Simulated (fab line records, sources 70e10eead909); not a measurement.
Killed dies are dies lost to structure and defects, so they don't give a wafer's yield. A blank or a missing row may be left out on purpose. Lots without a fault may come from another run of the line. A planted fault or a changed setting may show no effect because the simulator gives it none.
Tool commonality check | flow nand_harc | 15 lots, 54 wafers sampled

WHY IT WAS OPENED
At NHARC_A_BONDPAD_THK_MEAS_30 the reading thk_nm is flagged on 3 of 15 lots. Wafers without a fault read 199.8 nm, standard deviation 1.8.
Rule: a lot is flagged when every wafer of it that has a number lies more than 4 standard deviations from that mean, or none has a number. The other lots count as sound.

lot  | measured     | on            | thk_nm (nm), wafer by wafer         | flag
L322 | day 23 07:18 | film_metro-02 | 198.2 204.8 200.1                   |
L323 | day 23 21:33 | film_metro-01 | 195.6 197.3 194.7                   |
L325 | day 24 01:14 | film_metro-01 | 200.3 197.8 198.8                   |
L324 | day 24 05:34 | film_metro-02 | 197.9 201.2 197.2                   |
L327 | day 25 04:41 | film_metro-01 | 199.3 197.7 196.9                   |
L326 | day 25 13:38 | film_metro-01 | 199.2 198.8 200.8                   |
L330 | day 26 08:55 | film_metro-02 | 199.0 198.4 199.1                   |
L329 | day 26 22:07 | film_metro-01 | 202.9 203.8 203.1                   |
L332 | day 27 14:07 | film_metro-02 | 242.3 243.5 248.0 241.7 245.0 246.3 | FLAGGED
L334 | day 27 18:29 | film_metro-01 | 245.6 250.4 249.9 246.3 251.6 249.1 | FLAGGED
L335 | day 28 02:26 | film_metro-01 | 250.4 253.5 250.0 250.4 253.9 250.4 | FLAGGED
L336 | day 28 18:39 | film_metro-01 | 197.6 197.5 199.7                   |
L340 | day 30 18:56 | film_metro-02 | 201.0 197.5 203.6                   |
L345 | day 31 22:14 | film_metro-02 | 201.5 198.3 199.2                   |
L344 | day 32 00:28 | film_metro-01 | 200.0 200.1 201.2                   |
The numbers of the flagged lots are 248.2 nm on average: +48.4 nm against the usual, or +27 standard deviations.

WHICH TOOL RAN EACH LOT
The record holds 3 process steps before the reading, out of a route of 1302 steps. In each cell: the tool, then ch and the chambers that the sampled wafers went through, then the start.
lot  | flag    | NHARC_A_M0_DEP_32               | NHARC_A_M1_PVD_20                       | NHARC_A_BONDPAD_CMP_29
L322 |         | pecvd-03 ch 0,2, day 23 02:02   | pvd_sputter-01, day 23 07:03 or earlier | cmp-02 ch 1,2,3, day 23 07:03
L323 |         | pecvd-01 ch 1,2, day 23 16:14   | pvd_sputter-02, day 23 21:19 or earlier | cmp-01 ch 0,1, day 23 21:19
L325 |         | pecvd-01 ch 1,2, day 23 19:11   | pvd_sputter-01, day 24 01:01 or earlier | cmp-01 ch 0,2, day 24 01:01
L324 |         | pecvd-01 ch 0,1,2, day 24 00:14 | pvd_sputter-01, day 24 05:19 or earlier | cmp-01 ch 0,1, day 24 05:19
L327 |         | pecvd-01 ch 0,1,2, day 24 23:29 | pvd_sputter-02, day 25 04:28 or earlier | cmp-03 ch 0,1, day 25 04:28
L326 |         | pecvd-02 ch 0,1,2, day 25 08:26 | pvd_sputter-02, day 25 13:23 or earlier | cmp-01 ch 1,2,3, day 25 13:23
L330 |         | pecvd-03 ch 1,2, day 26 03:37   | pvd_sputter-02, day 26 08:40 or earlier | cmp-03 ch 1,3, day 26 08:40
L329 |         | pecvd-03 ch 0,1, day 26 16:43   | pvd_sputter-03, day 26 21:53 or earlier | cmp-02 ch 1,3, day 26 21:53
L332 | FLAGGED | pecvd-02 ch 0,1,2, day 27 08:20 | pvd_sputter-03, day 27 13:53 or earlier | cmp-02 ch 1,3, day 27 13:53
L334 | FLAGGED | pecvd-02 ch 0,1,2, day 27 13:20 | pvd_sputter-02, day 27 18:17 or earlier | cmp-02 ch 0,1,3, day 27 18:17
L335 | FLAGGED | pecvd-02 ch 0,1,2, day 27 21:07 | pvd_sputter-03, day 28 02:11 or earlier | cmp-01 ch 1,2, day 28 02:11
L336 |         | pecvd-02 ch 0,1, day 28 13:17   | pvd_sputter-02, day 28 18:27 or earlier | cmp-03 ch 0,1,3, day 28 18:27
L340 |         | pecvd-02 ch 1,2, day 30 13:35   | pvd_sputter-02, day 30 18:42 or earlier | cmp-02 ch 1,2,3, day 30 18:42
L345 |         | pecvd-01 ch 0,1,2, day 31 16:29 | pvd_sputter-02, day 31 22:01 or earlier | cmp-01 ch 0,1,3, day 31 22:01
L344 |         | pecvd-01 ch 0,2, day 31 18:48   | pvd_sputter-02, day 32 00:16 or earlier | cmp-01 ch 0,2,3, day 32 00:16
What these steps do:
- NHARC_A_M0_DEP_32: deposits SiCN, target thk 30 nm.
- NHARC_A_M1_PVD_20: deposits TaN, target thk 5 nm, time 8.06 s.
- NHARC_A_BONDPAD_CMP_29: polishes SiCN, target thk 200 nm.
- NHARC_A_BONDPAD_THK_MEAS_30: measures by ellipsometry.

FLAGGED OVER TOTAL, TOOL BY TOOL (the gauges that took the reading come last)
step                        | tool           | lots run | flagged | share of the flagged lots | sound lots run after its first flagged lot
NHARC_A_M0_DEP_32           | pecvd-01       | 6        | 0       | none                      | -
NHARC_A_M0_DEP_32           | pecvd-02       | 6        | 3       | all                       | 2 (L336,L340)
NHARC_A_M0_DEP_32           | pecvd-03       | 3        | 0       | none                      | -
NHARC_A_M1_PVD_20           | pvd_sputter-01 | 3        | 0       | none                      | -
NHARC_A_M1_PVD_20           | pvd_sputter-02 | 9        | 1       | some                      | 4 (L336,L340,L345,L344)
NHARC_A_M1_PVD_20           | pvd_sputter-03 | 3        | 2       | some                      | 0
NHARC_A_BONDPAD_CMP_29      | cmp-01         | 7        | 1       | some                      | 2 (L345,L344)
NHARC_A_BONDPAD_CMP_29      | cmp-02         | 5        | 2       | some                      | 1 (L340)
NHARC_A_BONDPAD_CMP_29      | cmp-03         | 3        | 0       | none                      | -
NHARC_A_BONDPAD_THK_MEAS_30 | film_metro-01  | 9        | 2       | some                      | 2 (L336,L344)
NHARC_A_BONDPAD_THK_MEAS_30 | film_metro-02  | 6        | 1       | some                      | 2 (L340,L345)
NHARC_A_M1_PVD_20 gives no start for some lots, so the hours and the order of its lots are those of NHARC_A_BONDPAD_CMP_29.

WHAT THE TABLE ALLOWS
1 row of the table ran every flagged lot: pecvd-02 at NHARC_A_M0_DEP_32.
- pecvd-02 at NHARC_A_M0_DEP_32: 3 of its 6 lots flagged. Sound lots ran on it after the first flagged one (L336, L340), which a lasting fault on the whole tool wouldn't allow.
No row of the table ran every flagged lot and no sound lot after the first.

WHAT THE SIMULATOR HAD PUT IN
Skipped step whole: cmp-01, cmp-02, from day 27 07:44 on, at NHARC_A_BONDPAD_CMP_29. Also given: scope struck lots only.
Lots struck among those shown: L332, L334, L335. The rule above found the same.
